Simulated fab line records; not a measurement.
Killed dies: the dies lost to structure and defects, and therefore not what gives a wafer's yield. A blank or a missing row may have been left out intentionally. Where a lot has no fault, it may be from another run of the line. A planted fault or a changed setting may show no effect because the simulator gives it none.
Matching of chambers + flow nand-harc + NHARC_A_STAIRCASE_DESCUM_312 on rie-diel-13 has 4 sister chambers
The step chemistry O2, time 3 s. 8 wafers are shown with their chamber, then 9 later ones without.

## WAFERS WITH THEIR CHAMBER
| wafer  | chamber | drypump-motor-current-A (A) | oes-product-au (a.u.) |
|--------|---------|-----------------------------|-----------------------|
| L078.3 | 2       | 6.0                         | 1.002                 |
| L082.2 | 1       | 6.2                         | 1.006                 |
| L082.5 | 2       | 6.0                         | 0.986                 |
| L089.4 | 1       | 6.3                         | 1.009                 |
| L089.6 | 3       | 6.3                         | 0.990                 |
| L087.2 | 0       | 5.0                         | 1.015                 |
| L087.4 | 3       | 6.4                         | 0.996                 |
| L087.5 | 0       | 5.0                         | 1.017                 |

## WAFERS WITH NO CHAMBER GIVEN
| wafer  | drypump-motor-current-A (A) | oes-product-au (a.u.) |
|--------|-----------------------------|-----------------------|
| L090.3 | 6.0                         | 1.001                 |
| L090.5 | 6.4                         | 0.990                 |
| L090.6 | 5.0                         | 1.018                 |
| L091.1 | 6.2                         | 1.002                 |
| L091.3 | 6.1                         | 1.003                 |
| L091.4 | 5.0                         | 1.011                 |
| L093.3 | 6.1                         | 1.003                 |
| L093.4 | 5.0                         | 1.013                 |
| L093.6 | 6.1                         | 1.006                 |

## EACH ONE'S CHAMBER
| wafer  | from the rows above     | in truth |
|--------|-------------------------|----------|
| L090.3 | 2                       | 2        |
| L090.5 | 3                       | 3        |
| L090.6 | 0                       | 0        |
| L091.1 | can't be placed: 1 or 3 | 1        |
| L091.3 | can't be placed: 2 or 1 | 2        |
| L091.4 | 0                       | 0        |
| L093.3 | can't be placed: 2 or 1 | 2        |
| L093.4 | 0                       | 0        |
| L093.6 | can't be placed: 2 or 1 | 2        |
Correct placement for 5 of the 9. Unplaceable from these rows: 4, with the true chamber sitting among the candidates in 4. 0 placed wrongly.
How it was worked out, from the rows above alone: a wafer's distance from a chamber is the root of the sum, over the readings, of the square of ((its reading less the chamber's mean) divided by the reading's scatter). If the next closest chamber is less than 2 further off than the closest, the wafer can't be placed; otherwise it belongs to the closest. The mean given for a chamber averages the wafers shown for that chamber. How the scatter is found: for the shown wafers, subtract from each reading the mean of its chamber, square and add these, divide the total by (wafers less chambers), then take the root.
